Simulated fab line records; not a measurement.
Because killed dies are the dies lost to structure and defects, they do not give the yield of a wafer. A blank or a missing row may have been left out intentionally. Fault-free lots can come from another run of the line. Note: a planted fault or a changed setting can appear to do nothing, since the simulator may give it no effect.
A lot that was struck, set against a sound lot    flow n5_finfet    45 out of 1938 route steps
Sound: the wafers L342.2, L342.5. Struck: wafer L357.5 (L357.3, L357.6, from the same lot, were not struck and are left out); the cause is given at the end.
At each step with rows: each side's tool, then ch and its chambers, then its first start. Under that, the readings that differ: sound wafers    struck wafers    difference of the means    sigmas: that difference in standard deviations of wafers without a fault.
alike: same words and numbers on both sides, and readings whose means sit less than 2 such deviations apart. not compared: any withheld reading, any reading some wafer has no value for, any bound like >300 that may hide the same value, and any number with overlapping values for which the record gives no deviation.
Wherever a step has rows on one side only, a row that says differs or no value, or a row with sigmas, the two part there. When numbers do not overlap yet have no deviation, they are printed without sigmas and do not part them. A reading missing from all wafers of one side parts the sides only when that side holds two or more wafers.

first, 11 steps without rows for these wafers: N5_BEOL_M4_DESCUM_33 (chemistry O2, time 7 s); N5_BEOL_M4_ETCH_77 (etches underlayer in N2/H2, target depth 6.5 nm, time 5.2 s); N5_BEOL_M4_ETCH_69 (etches SiARC in CF4, target depth 15.6 nm, time 26 s); N5_BEOL_M4_ALD_98 (deposits SiO2, target thk 2.5 nm, pulse time 1 s, co reactant pulse time 1 s); N5_BEOL_M4_ETCHBACK_99 (etches SiO2 in CHF3, target depth 5 nm, time 10.4 s); N5_BEOL_M4_ETCH_70 (etches SOC in N2/H2, target depth 80 nm, overetch 24 nm, time 130 s); N5_BEOL_M4_STRIP_71 (strips in N2/H2); N5_BEOL_M4_STRIP_78 (strips in N2/H2); N5_BEOL_M4_VIA_ETCH_34 (etches the open film in C4F6/O2, target depth 69.4 nm, time 65.9 s); N5_BEOL_M4_STRIP_83 (strips in C4F6/O2); N5_BEOL_M4_STRIP_36 (strips in N2/H2).
N5_BEOL_M4_TRENCH_ETCH_37: etches SiOC in C4F6/O2, target depth 55.555 nm, time 29.2 s.
  sound on rie_diel-06 ch 0,1, day 7 23:38; struck on rie_diel-06 ch 2, day 12 08:02
reading                                     sound        struck  difference  sigmas
drypump_motor_current_A (A)                 6.1 6.1      5.1     -1.0        -2
oes_product_au (a.u.)                       0.79 0.84    0.62    -0.19       -3
model.BEOL_M4.feature_depth_nm (nm)         55 54.6      34.6    -20.2       
model.etch.depth_nm (nm)                    55.01 54.54  34.59   -20.18      
model.TiN_of_BEOL_M4_HM_DEP_02.thk_nm (nm)  17.8 17.6    18.2    +0.5        
  alike: O2_flow_sccm, rf_vpp_V, showerhead_plenum_p_Torr, throttle_valve_pct
  not compared: rf_hours_counter_h
then, 2 steps without rows for these wafers: N5_BEOL_M4_ETCH_41 (etches SiCN in CH3F/O2, target depth 29.9 nm, time 52.5 s); N5_BEOL_M4_STRIP_97 (strips in N2/H2, time 10 s).
N5_BEOL_M4_OCD_MEAS_38:
  sound on ocd-02 at day 7 23:48; struck on ocd-02 at day 12 08:12
reading               sound      struck  difference  sigmas
trench_depth_nm (nm)  54.9 54.6  34.7    -20.0       -18
then, 25 steps without rows for these wafers: N5_BEOL_M4_HM_STRIP_39 (strips TiN in peroxide tin strip, target depth 25 nm, time 158 s); N5_BEOL_M4_SRD_40 (time 30 s); N5_BEOL_M4_PRECLEAN_42 (cleans in residue remover, time 60 s); N5_BEOL_M4_SRD_43 (time 30 s); N5_BEOL_M4_DEGAS_44 (time 60 s); N5_BEOL_M4_PRE_CLEAN_45 (time 30 s); N5_BEOL_M4_ALD_84 (deposits TaN, pulse time 2 s, purge time 3 s, co reactant purge time 2 s); N5_BEOL_M4_SURFACE_TREAT_85; N5_BEOL_M4_CVD_47 (deposits Co from CCTBA/H2, target thk 3 nm, time 223.8 s); N5_BEOL_M4_SPUTTER_48 (material Cu, target thk 4.5 nm, time 8.29 s); N5_BEOL_M4_ANNEAL_49 (time 240 s); N5_BEOL_M4_SPUTTER_79 (material Cu, target thk 4.5 nm, time 8.29 s); N5_BEOL_M4_ANNEAL_80 (time 240 s); N5_BEOL_M4_SPUTTER_81 (material Cu, target thk 4.5 nm, time 8.29 s); N5_BEOL_M4_ANNEAL_82 (time 240 s); N5_BEOL_M4_SPUTTER_86 (material Cu, target thk 4.5 nm, time 8.29 s); N5_BEOL_M4_ANNEAL_87 (time 240 s); N5_BEOL_M4_SPUTTER_88 (material Cu, target thk 4.5 nm, time 8.29 s); N5_BEOL_M4_ANNEAL_89 (time 240 s); N5_BEOL_M4_SPUTTER_90 (material Cu, target thk 4.5 nm, time 8.29 s); N5_BEOL_M4_ANNEAL_91 (time 240 s); N5_BEOL_M4_SPUTTER_92 (material Cu, target thk 4.5 nm, time 8.29 s); N5_BEOL_M4_ANNEAL_93 (time 240 s); N5_BEOL_M4_SPUTTER_94 (material Cu, target thk 4.5 nm, time 8.29 s); N5_BEOL_M4_ANNEAL_95 (time 240 s).
N5_BEOL_M4_CMP_52: polishes, stops on SiOC, t overpolish 6.8 s, target thk 40 nm.
  sound on cmp-02 ch 0,2, day 8 03:41; struck on cmp-02 ch 1, day 12 12:10
reading                                 sound      struck  difference  sigmas
model.Cu_of_BEOL_M4_ECD_50.thk_nm (nm)  39.8 38.4  18.8    -20.3       
  alike: motor_current_A
N5_BEOL_M4_THK_MEAS_53: measures by xrf.
  sound on film_metro-02 at day 8 03:55; struck on film_metro-02 at day 12 12:25
reading      sound      struck  difference  sigmas
M4_THK (nm)  41.4 39.8  19.8    -20.8       -13
N5_BEOL_M4_RS_MEAS_58: a four-point-probe measurement.
  sound on film_metro-02 at day 8 04:10; struck on film_metro-01 at day 12 12:42
reading         sound      struck  difference  sigmas
M4_RS (ohm/sq)  0.67 0.71  1.85    +1.16       +36
N5_BEOL_M4_RC_MEAS_101:
  sound on prober-01 ch 0, day 8 04:23; struck on prober-02 ch 0, day 12 13:04
reading                    sound    struck  difference  sigmas
SERP_M4 (ohm/um)           194 200  472     +275        +17
SERP_M4_max_site (ohm/um)  214 213  514     +300        +17
VT_N (mV)                  245 253  256     +7          +2
  alike: DIBL_N, DIBL_P, IOFF_N, IOFF_P, ION_N, ION_P, SS_N, SS_P, VT_P
-- a jump in the record: the struck wafers' starts before and after are 4 days apart (it breaks off in module BEOL_M4 and resumes in module PASSIVATION, where the first step shown is number 1936 of the route) --
N5_PASSIVATION_PROBE_49:
  sound on prober-01 at day 12 18:09; struck on prober-01 at day 16 14:53
reading                   sound      struck  difference  sigmas
defect_limited_yield (%)  90.8 91.9  58.9    -32.4       -22
killed_at_M4_up           12 13      351     +338        +56
killed_at_front_end       41 49      68      +23         +2
killed_dies               109 95     485     +383        +23
killed_on_rim             14 13      44      +30         +8
killed_short              29 21      43      +18         +2
sort_bin_6_memory (%)     3.3 2.4    4.4     +1.6        +2
sort_bin_8_speed (%)      0 0        28.73   +28.73      +99 or more
sort_n_pass               1071 1085  695     -383        -23
  alike: killed_at_M0_to_M3, killed_at_contacts, killed_at_other, killed_open, sort_bin_5_function

WHERE THEY PART
First at N5_BEOL_M4_TRENCH_ETCH_37; last, within this record, at N5_PASSIVATION_PROBE_49.

WHY: what had been put in by the simulator
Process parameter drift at N5_BEOL_M4_TRENCH_ETCH_37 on rie_diel-06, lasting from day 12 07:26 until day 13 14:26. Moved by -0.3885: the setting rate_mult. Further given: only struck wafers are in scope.
